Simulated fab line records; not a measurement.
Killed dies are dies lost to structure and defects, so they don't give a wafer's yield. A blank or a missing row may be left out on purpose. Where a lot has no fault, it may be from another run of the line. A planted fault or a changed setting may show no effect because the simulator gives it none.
fab line records	flow n5-finfet
record lots=24	wafers=72	last-day=19
route steps=1938 shown BEOL_M6@1262 BEOL_M7@1266 BEOL_M8@1333
lots that met no fault: from a run of the same line without faults
start-h: start of the lot's first displayed wafer, in hours after the record's first day	wait-h: hours since the lot's step before	" as in the row above	L1.1+2: a row that stands for several wafers	- no value present, or no start provided	* or withheld: withheld	< > ~ a bound
route shown NAME@n: NAME is a module with steps in the file, n the number in the route of the first one	usual: mean and standard deviation over wafers with no fault	same: alike in all rows	chamber/n: place in a boat	sites: readings site by site	_std_site: the values' standard deviation	_edge_site: outer sites' mean less inner sites'	radius-mm: how far each site lies from the wafer's centre	mask NAME#n: copy n	behind: the most recent tool/chamber to have shaped the wafer	hold: reason for holding the lot/hours on hold/outcome of the hold	device: the n, p or np transistor that did not switch	end of line: tests of these same wafers at the route's end	a step with no rows: only its recipe	killed: not the wafer's yield, but the dies lost to structure and defects at the first sort	map: shows each die of a wafer: x if killed, . if not, _ if none is there
set.NAME: the setting the step ran with; set.NAME@STEP: the setting that earlier step ran with	model.NAME: the simulator's own value behind a step, which no gauge read
the route's steps for a sample of lots (tables are steps, rows are wafers)
services: a tool's chamber out of use, with start hour (start-h, from the record's first day; less than 0 if before it), hours out, and reason
## steps
# step N5_BEOL_M6_INSPECT_58
# recipe inspect-instrument=darkfield	mode=post-dep
# usual raw-defect-count=77/24
lot.wafer	tool	chamber	start-h	wait-h	raw-defect-count
L074.1	defect-inspect-01	-	194.98	0.0	53
L074.4	"	-	"	"	46
L074.6	"	-	"	"	33
L075.2	defect-inspect-02	-	211.54	0.0	75
L075.3	"	-	"	"	164
L075.5	"	-	"	"	168
L076.1	defect-inspect-01	-	232.90	0.0	85
L076.2	"	-	"	"	63
L076.4	"	-	"	"	110
L079.4	defect-inspect-02	-	234.07	0.0	62
L079.5	"	-	"	"	76
L079.6	"	-	"	"	94
L077.3	defect-inspect-02	-	234.49	0.0	70
L077.5	"	-	"	"	40
L077.6	"	-	"	"	67
L078.1	defect-inspect-02	-	252.52	0.0	74
L078.5	"	-	"	"	85
L078.6	"	-	"	"	51
L082.1	defect-inspect-01	-	260.43	0.0	75
L082.2	"	-	"	"	63
L082.4	"	-	"	"	61
L081.2	defect-inspect-02	-	260.95	0.0	42
L081.4	"	-	"	"	56
L081.5	"	-	"	"	56
L080.1	defect-inspect-01	-	261.59	0.0	86
L080.3	"	-	"	"	50
L080.6	"	-	"	"	114
L084.4	defect-inspect-02	-	269.71	0.0	59
L084.5	"	-	"	"	72
L084.6	"	-	"	"	66
L083.1	defect-inspect-01	-	269.98	0.0	86
L083.3	"	-	"	"	109
L083.5	"	-	"	"	78
L087.4	defect-inspect-02	-	270.78	0.0	99
L087.5	"	-	"	"	70
L087.6	"	-	"	"	74
L085.2	defect-inspect-02	-	275.30	0.0	83
L085.5	"	-	"	"	72
L085.6	"	-	"	"	83
L086.2	defect-inspect-01	-	285.67	0.0	87
L086.5	"	-	"	"	80
L086.6	"	-	"	"	127
L088.1	defect-inspect-02	-	300.60	0.0	86
L088.2	"	-	"	"	106
L088.4	"	-	"	"	100
L091.2	defect-inspect-02	-	307.25	0.0	55
L091.3	"	-	"	"	72
L091.6	"	-	"	"	74
L089.1	defect-inspect-01	-	307.55	0.0	66
L089.5	"	-	"	"	46
L089.6	"	-	"	"	58
L092.1	defect-inspect-01	-	331.81	0.0	77
L092.2	"	-	"	"	70
L092.3	"	-	"	"	79
L094.2	defect-inspect-02	-	332.50	0.0	114
L094.3	"	-	"	"	113
L094.4	"	-	"	"	112
L093.2	defect-inspect-02	-	337.98	0.0	120
L093.3	"	-	"	"	95
L093.4	"	-	"	"	44
L090.1	defect-inspect-01	-	338.52	0.0	90
L090.4	"	-	"	"	66
L090.6	"	-	"	"	53
L095.1	defect-inspect-02	-	338.54	0.0	69
L095.4	"	-	"	"	52
L095.5	"	-	"	"	59
L096.1	defect-inspect-02	-	349.24	0.0	52
L096.2	"	-	"	"	55
L096.4	"	-	"	"	74
L097.3	defect-inspect-01	-	363.89	0.0	62
L097.4	"	-	"	"	95
L097.5	"	-	"	"	82
# step N5_BEOL_M7_PECVD_70
# recipe material=SiO2	target-thk-a=200	temp-c=400	precursor=TEOS/O2	pressure-torr=5.5	rf-w=450	teos-flow-sccm=53.8	gas=O2	flow-sccm=3000	time-s=22.7
# usual heater-power-w=744/92	showerhead-plenum-p-Torr=8.80/0.075	throttle-valve-pct=22.6/1.1
lot.wafer	tool	chamber	start-h	wait-h	heater-power-w	showerhead-plenum-p-Torr	throttle-valve-pct
L074.1	pecvd-03	0	195.64	0.0	812	8.90	23.6
L074.4	"	0	"	"	797	8.91	24.2
L074.6	"	2	"	"	762	8.86	20.1
L075.2	pecvd-02	2	212.19	0.0	636	8.76	22.1
L075.3	"	0	"	"	786	8.89	22.1
L075.5	"	1	"	"	788	8.83	22.4
L076.1	pecvd-02	1	233.55	0.0	831	8.83	22.4
L076.2	"	2	"	"	602	8.78	22.1
L076.4	"	0	"	"	749	8.87	21.9
L079.4	pecvd-02	2	234.74	0.1	622	8.77	21.9
L079.5	"	0	"	"	845	8.89	22.7
L079.6	"	1	"	"	946	8.87	22.4
L077.3	pecvd-03	0	235.49	0.0	736	8.90	23.8
L077.5	"	0	"	"	744	8.88	23.7
L077.6	"	1	"	"	666	8.67	23.4
L078.1	pecvd-03	0	253.20	0.0	791	8.87	23.8
L078.5	"	0	"	"	774	8.87	24.1
L078.6	"	1	"	"	638	8.69	24.0
L082.1	pecvd-02	1	261.13	0.0	858	8.83	22.4
L082.2	"	2	"	"	641	8.78	22.4
L082.4	"	0	"	"	794	8.87	22.5
L081.2	pecvd-03	0	261.60	0.0	674	8.91	23.9
L081.4	"	0	"	"	666	8.88	23.8
L081.5	"	1	"	"	677	8.69	23.6
L080.1	pecvd-03	1	262.24	0.0	638	8.70	23.6
L080.3	"	0	"	"	762	8.88	24.1
L080.6	"	2	"	"	847	8.84	20.1
L084.4	pecvd-03	2	270.38	0.1	735	8.85	20.1
L084.5	"	1	"	"	699	8.70	23.8
L084.6	"	0	"	"	770	8.90	24.0
L083.1	pecvd-02	0	270.63	0.0	810	8.89	22.4
L083.3	"	1	"	"	760	8.83	22.4
L083.5	"	2	"	"	677	8.79	22.3
L087.4	pecvd-02	1	271.45	0.1	802	8.84	22.5
L087.5	"	0	"	"	840	8.90	22.2
L087.6	"	2	"	"	608	8.78	22.4
L085.2	pecvd-01	0	275.95	0.0	680	8.75	22.7
L085.5	"	2	"	"	841	8.71	22.1
L085.6	"	1	"	"	597	8.72	23.0
L086.2	pecvd-03	1	286.32	0.0	647	8.67	23.7
L086.5	"	2	"	"	766	8.84	20.5
L086.6	"	1	"	"	667	8.67	23.7
L088.1	pecvd-01	0	301.91	0.0	683	8.74	22.8
L088.2	"	2	"	"	777	8.71	22.2
L088.4	"	1	"	"	591	8.72	22.9
L091.2	pecvd-02	0	307.90	0.0	829	8.90	22.4
L091.3	"	2	"	"	732	8.76	22.2
L091.6	"	0	"	"	810	8.87	22.3
L089.1	pecvd-03	0	308.20	0.0	795	8.87	24.1
L089.5	"	2	"	"	880	8.84	20.0
L089.6	"	1	"	"	601	8.70	23.7
L092.1	pecvd-01	1	332.46	0.0	702	8.72	22.8
L092.2	"	2	"	"	851	8.74	22.5
L092.3	"	0	"	"	614	8.75	22.8
L094.2	pecvd-02	2	333.63	0.0	613	8.78	22.3
L094.3	"	1	"	"	909	8.83	22.5
L094.4	"	2	"	"	619	8.79	22.3
L093.2	pecvd-01	0	338.63	0.0	594	8.76	22.9
L093.3	"	1	"	"	637	8.71	22.8
L093.4	"	0	"	"	598	8.74	22.8
L090.1	pecvd-03	1	339.17	0.0	747	8.68	23.4
L090.4	"	1	"	"	736	8.68	23.8
L090.6	"	0	"	"	693	8.87	24.0
L095.1	pecvd-02	1	339.19	0.0	901	8.84	22.5
L095.4	"	2	"	"	669	8.78	22.5
L095.5	"	1	"	"	894	8.82	22.5
L096.1	pecvd-03	0	349.93	0.0	765	8.89	24.1
L096.2	"	2	"	"	891	8.83	20.6
L096.4	"	2	"	"	866	8.84	20.4
L097.3	pecvd-02	0	364.56	0.1	838	8.87	22.1
L097.4	"	2	"	"	699	8.78	22.8
L097.5	"	2	"	"	692	8.80	22.6
# step N5_BEOL_M7_OCD_MEAS_38
# usual trench-depth-nm=93.4/1.9
lot.wafer	tool	chamber	start-h	wait-h	trench-depth-nm
L074.1	ocd-02	-	199.98	-	95.7
L074.4	"	-	"	"	94.4
L074.6	"	-	"	"	94.7
L075.2	ocd-01	-	216.73	-	95.9
L075.3	"	-	"	"	93.0
L075.5	"	-	"	"	93.3
L076.1	ocd-01	-	236.13	-	91.3
L076.2	"	-	"	"	91.0
L076.4	"	-	"	"	92.5
L077.3	ocd-02	-	239.92	-	92.8
L077.5	"	-	"	"	92.9
L077.6	"	-	"	"	94.1
L079.4	ocd-01	-	239.99	-	91.4
L079.5	"	-	"	"	91.9
L079.6	"	-	"	"	96.1
L078.1	ocd-01	-	256.52	-	94.2
L078.5	"	-	"	"	93.5
L078.6	"	-	"	"	91.3
L081.2	ocd-02	-	266.87	-	91.6
L081.4	"	-	"	"	91.0
L081.5	"	-	"	"	92.7
L082.1	ocd-02	-	267.22	-	91.7
L082.2	"	-	"	"	95.9
L082.4	"	-	"	"	91.8
L080.1	ocd-02	-	267.23	-	91.2
L080.3	"	-	"	"	92.5
L080.6	"	-	"	"	94.3
L084.4	ocd-01	-	272.80	-	95.9
L084.5	"	-	"	"	92.3
L084.6	"	-	"	"	94.9
L083.1	ocd-02	-	273.20	-	95.9
L083.3	"	-	"	"	97.0
L083.5	"	-	"	"	95.2
L087.4	ocd-02	-	276.08	-	93.5
L087.5	"	-	"	"	91.6
L087.6	"	-	"	"	96.7
L085.2	ocd-01	-	279.56	-	91.7
L085.5	"	-	"	"	94.9
L085.6	"	-	"	"	93.1
L086.2	ocd-01	-	297.56	-	96.5
L086.5	"	-	"	"	95.0
L086.6	"	-	"	"	93.4
L088.1	ocd-02	-	306.06	-	92.5
L088.2	"	-	"	"	91.8
L088.4	"	-	"	"	94.7
L089.1	ocd-01	-	314.05	-	91.9
L089.5	"	-	"	"	91.4
L089.6	"	-	"	"	91.3
L091.2	ocd-02	-	314.14	-	92.8
L091.3	"	-	"	"	94.7
L091.6	"	-	"	"	95.3
L092.1	ocd-02	-	335.38	-	94.4
L092.2	"	-	"	"	90.8
L092.3	"	-	"	"	91.6
L094.2	ocd-01	-	338.02	-	93.0
L094.3	"	-	"	"	91.4
L094.4	"	-	"	"	90.6
L093.2	ocd-01	-	346.57	-	94.4
L093.3	"	-	"	"	91.5
L093.4	"	-	"	"	91.5
L090.1	ocd-01	-	346.61	-	92.0
L090.4	"	-	"	"	92.4
L090.6	"	-	"	"	97.2
L095.1	ocd-01	-	346.97	-	91.6
L095.4	"	-	"	"	90.8
L095.5	"	-	"	"	95.0
L096.1	ocd-02	-	357.73	-	91.6
L096.2	"	-	"	"	97.0
L096.4	"	-	"	"	97.1
L097.3	ocd-02	-	367.69	-	92.7
L097.4	"	-	"	"	95.1
L097.5	"	-	"	"	92.2
# step N5_BEOL_M7_DEP_56
# recipe material=SiCN	target-thk-a=100	temp-c=withheld	precursor=3MS/NH3	pressure-torr=3	rf-w=202	time-s=17.5
# usual showerhead-plenum-p-Torr=3.666/0.016	throttle-valve-pct=9.1/0.45
lot.wafer	tool	chamber	start-h	wait-h	showerhead-plenum-p-Torr	throttle-valve-pct
L074.1	pecvd-01	2	202.66	0.0	3.642	8.9
L074.4	"	1	"	"	3.653	9.2
L074.6	"	0	"	"	3.657	9.2
L075.2	pecvd-01	2	220.67	0.0	3.652	8.9
L075.3	"	0	"	"	3.659	9.5
L075.5	"	2	"	"	3.665	8.7
L076.1	pecvd-02	1	240.43	0.0	3.678	9.1
L076.2	"	0	"	"	3.686	9.3
L076.4	"	0	"	"	3.686	9.0
L077.3	pecvd-03	1	242.59	0.0	3.642	9.4
L077.5	"	2	"	"	3.678	8.2
L077.6	"	0	"	"	3.694	9.7
L079.4	pecvd-03	0	243.33	0.0	3.675	9.7
L079.5	"	2	"	"	3.672	8.5
L079.6	"	1	"	"	3.644	9.7
L078.1	pecvd-01	1	261.03	0.0	3.658	9.3
L078.5	"	0	"	"	3.657	8.9
L078.6	"	2	"	"	3.650	8.8
L081.2	pecvd-01	0	270.41	0.0	3.667	8.9
L081.4	"	1	"	"	3.647	9.2
L081.5	"	0	"	"	3.659	9.3
L082.1	pecvd-02	1	271.97	0.0	3.673	9.2
L082.2	"	2	"	"	3.670	9.1
L082.4	"	1	"	"	3.688	9.1
L080.1	pecvd-01	2	272.24	0.0	3.654	8.9
L080.3	"	1	"	"	3.649	9.4
L080.6	"	2	"	"	3.645	9.0
L084.4	pecvd-03	1	276.07	0.0	3.649	9.5
L084.5	"	2	"	"	3.685	8.2
L084.6	"	0	"	"	3.676	9.6
L083.1	pecvd-03	1	277.23	0.0	3.652	9.6
L083.3	"	0	"	"	3.690	9.6
L083.5	"	0	"	"	3.680	9.5
L087.4	pecvd-03	1	279.08	0.0	3.648	9.7
L087.5	"	2	"	"	3.663	8.1
L087.6	"	0	"	"	3.688	9.7
L085.2	pecvd-02	0	282.34	0.0	3.685	9.3
L085.5	"	0	"	"	3.680	8.9
L085.6	"	2	"	"	3.659	9.2
L086.2	pecvd-02	0	300.25	0.0	3.682	9.1
L086.5	"	1	"	"	3.673	9.1
L086.6	"	0	"	"	3.688	9.1
L088.1	pecvd-02	0	309.86	0.0	3.678	9.1
L088.2	"	1	"	"	3.675	9.1
L088.4	"	0	"	"	3.685	9.1
L089.1	pecvd-01	0	316.35	0.0	3.648	9.2
L089.5	"	1	"	"	3.652	9.3
L089.6	"	0	"	"	3.663	9.2
L091.2	pecvd-01	2	316.58	0.0	3.650	8.8
L091.3	"	1	"	"	3.659	9.4
L091.6	"	1	"	"	3.648	9.3
L092.1	pecvd-03	1	337.91	0.0	3.649	9.5
L092.2	"	0	"	"	3.684	9.9
L092.3	"	2	"	"	3.675	8.4
L094.2	pecvd-01	0	341.54	0.0	3.660	9.0
L094.3	"	2	"	"	3.648	9.0
L094.4	"	1	"	"	3.643	9.2
L093.2	pecvd-03	1	349.18	0.0	3.641	9.6
L093.3	"	0	"	"	3.691	9.9
L093.4	"	1	"	"	3.643	9.5
L090.1	pecvd-02	2	350.81	0.0	3.672	9.1
L090.4	"	0	"	"	3.687	9.1
L090.6	"	0	"	"	3.680	9.0
L095.1	pecvd-03	2	350.94	0.0	3.678	8.2
L095.4	"	2	"	"	3.673	8.0
L095.5	"	1	"	"	3.638	9.6
L096.1	pecvd-02	2	360.67	0.0	3.672	8.9
L096.2	"	0	"	"	3.689	9.0
L096.4	"	0	"	"	3.686	9.0
L097.3	pecvd-03	0	370.11	0.0	3.689	9.8
L097.4	"	1	"	"	3.646	9.7
L097.5	"	0	"	"	3.693	10.0
# step N5_BEOL_M8_CURE_74
# recipe temp-c=385	time-s=240	ambient=He/Ar	material=SiCOH_lowk
# usual lamp-power-pct=52.31/0.057	wafer_temp_C_max=386.8/0.68
lot.wafer	tool	chamber	start-h	wait-h	lamp-power-pct	wafer_temp_C_max
L074.1	uv-cure-02	2	203.13	0.1	52.32	385.8
L074.4	"	2	"	"	52.41	385.9
L074.6	"	2	"	"	52.41	385.9
L075.2	uv-cure-02	0	220.94	0.1	52.29	385.9
L075.3	"	0	"	"	52.24	386.3
L075.5	"	0	"	"	52.34	386.7
L076.1	uv-cure-01	1	240.63	0.0	52.30	386.8
L076.2	"	1	"	"	52.25	385.9
L076.4	"	1	"	"	52.38	386.1
L077.3	uv-cure-03	0	242.95	0.2	52.26	387.2
L077.5	"	0	"	"	52.25	387.4
L077.6	"	0	"	"	52.36	388.6
L079.4	uv-cure-03	2	243.75	0.3	52.36	387.2
L079.5	"	2	"	"	52.29	387.6
L079.6	"	2	"	"	52.36	387.1
L078.1	uv-cure-02	0	261.23	0.0	52.40	386.6
L078.5	"	0	"	"	52.29	387.1
L078.6	"	0	"	"	52.36	386.4
L081.2	uv-cure-01	1	270.81	0.2	52.19	386.3
L081.4	"	1	"	"	52.44	386.3
L081.5	"	1	"	"	52.32	386.5
L082.1	uv-cure-01	2	272.17	0.0	52.37	387.0
L082.2	"	2	"	"	52.29	386.8
L082.4	"	2	"	"	52.34	386.0
L080.1	uv-cure-03	0	272.44	0.0	52.32	387.8
L080.3	"	0	"	"	52.44	387.2
L080.6	"	0	"	"	52.22	387.0
L084.4	uv-cure-03	1	276.49	0.3	52.30	386.9
L084.5	"	1	"	"	52.33	386.5
L084.6	"	1	"	"	52.25	386.2
L083.1	uv-cure-02	1	277.42	0.0	52.37	386.2
L083.3	"	1	"	"	52.40	386.9
L083.5	"	1	"	"	52.33	386.5
L087.4	uv-cure-03	2	279.50	0.3	52.22	386.9
L087.5	"	2	"	"	52.29	387.4
L087.6	"	2	"	"	52.26	387.3
L085.2	uv-cure-02	2	282.62	0.1	52.27	386.3
L085.5	"	2	"	"	52.28	386.3
L085.6	"	2	"	"	52.38	385.7
L086.2	uv-cure-03	2	301.18	0.8	52.31	387.5
L086.5	"	2	"	"	52.33	387.8
L086.6	"	2	"	"	52.37	387.3
L088.1	uv-cure-01	0	310.05	0.0	52.33	386.5
L088.2	"	0	"	"	52.21	387.1
L088.4	"	0	"	"	52.23	386.5
L089.1	uv-cure-02	2	316.69	0.2	52.29	385.7
L089.5	"	2	"	"	52.26	386.3
L089.6	"	2	"	"	52.25	385.9
L091.2	uv-cure-02	0	317.25	0.5	52.34	386.8
L091.3	"	0	"	"	52.32	386.6
L091.6	"	0	"	"	52.43	386.3
L092.1	uv-cure-01	1	338.10	0.0	52.40	386.6
L092.2	"	1	"	"	52.33	386.7
L092.3	"	1	"	"	52.32	386.4
L094.2	uv-cure-02	1	341.92	0.2	52.40	387.2
L094.3	"	1	"	"	52.31	388.0
L094.4	"	1	"	"	52.22	387.3
L093.2	uv-cure-03	2	349.64	0.3	52.31	387.6
L093.3	"	2	"	"	52.32	387.2
L093.4	"	2	"	"	52.33	388.1
L090.1	uv-cure-01	1	351.11	0.1	52.31	386.2
L090.4	"	1	"	"	52.19	386.7
L090.6	"	1	"	"	52.23	386.7
L095.1	uv-cure-03	0	351.14	0.0	52.28	388.3
L095.4	"	0	"	"	52.24	388.3
L095.5	"	0	"	"	52.25	387.8
L096.1	uv-cure-03	1	360.88	0.0	52.28	386.2
L096.2	"	1	"	"	52.31	386.2
L096.4	"	1	"	"	52.35	385.8
L097.3	uv-cure-01	1	370.56	0.3	52.32	386.1
L097.4	"	1	"	"	52.31	386.3
L097.5	"	1	"	"	52.28	386.3
# step N5_BEOL_M8_THK_MEAS_01
# recipe reads=SiCOH_lowk_of_BEOL_M8_ILD_DEP_00
# usual M8_ILD_THK=155.7/2.2
lot.wafer	tool	chamber	start-h	wait-h	M8_ILD_THK[nm]
L074.1	film-metro-01	-	203.64	0.4	155.3
L074.4	"	-	"	"	158.9
L074.6	"	-	"	"	155.4
L075.2	film-metro-02	-	221.38	0.4	154.6
L075.3	"	-	"	"	152.6
L075.5	"	-	"	"	159.0
L076.1	film-metro-01	-	241.14	0.4	153.4
L076.2	"	-	"	"	153.0
L076.4	"	-	"	"	156.1
L077.3	film-metro-02	-	243.30	0.3	154.3
L077.5	"	-	"	"	156.6
L077.6	"	-	"	"	154.6
L079.4	film-metro-02	-	244.02	0.2	154.6
L079.5	"	-	"	"	152.5
L079.6	"	-	"	"	154.5
L078.1	film-metro-02	-	261.74	0.4	156.0
L078.5	"	-	"	"	158.5
L078.6	"	-	"	"	158.0
L081.2	film-metro-01	-	271.24	0.4	156.0
L081.4	"	-	"	"	156.7
L081.5	"	-	"	"	155.9
L082.1	film-metro-01	-	272.68	0.4	154.7
L082.2	"	-	"	"	154.5
L082.4	"	-	"	"	154.2
L080.1	film-metro-02	-	272.95	0.4	153.9
L080.3	"	-	"	"	156.1
L080.6	"	-	"	"	157.4
L084.4	film-metro-01	-	276.76	0.2	160.7
L084.5	"	-	"	"	158.8
L084.6	"	-	"	"	160.7
L083.1	film-metro-01	-	277.93	0.4	158.0
L083.3	"	-	"	"	157.3
L083.5	"	-	"	"	158.8
L087.4	film-metro-01	-	279.78	0.2	161.0
L087.5	"	-	"	"	157.8
L087.6	"	-	"	"	155.7
L085.2	film-metro-02	-	283.05	0.4	151.6
L085.5	"	-	"	"	159.4
L085.6	"	-	"	"	157.3
L086.2	film-metro-02	-	301.61	0.4	154.2
L086.5	"	-	"	"	158.7
L086.6	"	-	"	"	157.1
L088.1	film-metro-01	-	310.57	0.4	153.7
L088.2	"	-	"	"	153.4
L088.4	"	-	"	"	155.5
L089.1	film-metro-02	-	317.20	0.4	152.8
L089.5	"	-	"	"	157.0
L089.6	"	-	"	"	155.7
L091.2	film-metro-01	-	317.68	0.4	155.5
L091.3	"	-	"	"	153.4
L091.6	"	-	"	"	156.3
L092.1	film-metro-02	-	339.09	0.8	154.0
L092.2	"	-	"	"	152.5
L092.3	"	-	"	"	153.4
L094.2	film-metro-02	-	342.75	0.7	151.1
L094.3	"	-	"	"	154.6
L094.4	"	-	"	"	153.7
L093.2	film-metro-01	-	350.07	0.4	153.3
L093.3	"	-	"	"	153.5
L093.4	"	-	"	"	157.7
L090.1	film-metro-02	-	351.62	0.4	153.5
L090.4	"	-	"	"	155.7
L090.6	"	-	"	"	154.8
L095.1	film-metro-02	-	351.65	0.4	151.2
L095.4	"	-	"	"	159.0
L095.5	"	-	"	"	154.2
L096.1	film-metro-02	-	361.39	0.4	158.3
L096.2	"	-	"	"	154.0
L096.4	"	-	"	"	159.5
L097.3	film-metro-02	-	370.91	0.3	154.8
L097.4	"	-	"	"	157.8
L097.5	"	-	"	"	155.1
## services
tool	chamber	start-h	hours	kind
pecvd-01	2	180.45	5.6	repair
pecvd-02	0	183.44	5.5	scheduled-down
pecvd-03	1	197.69	5.0	scheduled-down
uv-cure-01	-	200.58	0.8	repair
pecvd-02	0	203.83	5.4	repair
pecvd-03	1	206.56	5.5	scheduled-down
uv-cure-03	-	226.90	13.2	repair
pecvd-02	-	241.79	2.8	pm
pecvd-01	1	243.93	5.5	scheduled-down
pecvd-03	2	244.90	10.8	repair
pecvd-01	1	266.30	2.1	scheduled-down
uv-cure-03	-	288.15	2.1	pm
pecvd-03	-	294.00	0.4	repair
uv-cure-02	-	299.23	2.1	pm
uv-cure-01	-	312.36	7.1	pm
pecvd-01	-	330.87	1.1	repair
pecvd-02	1	349.04	29.0	repair
## key
fault none
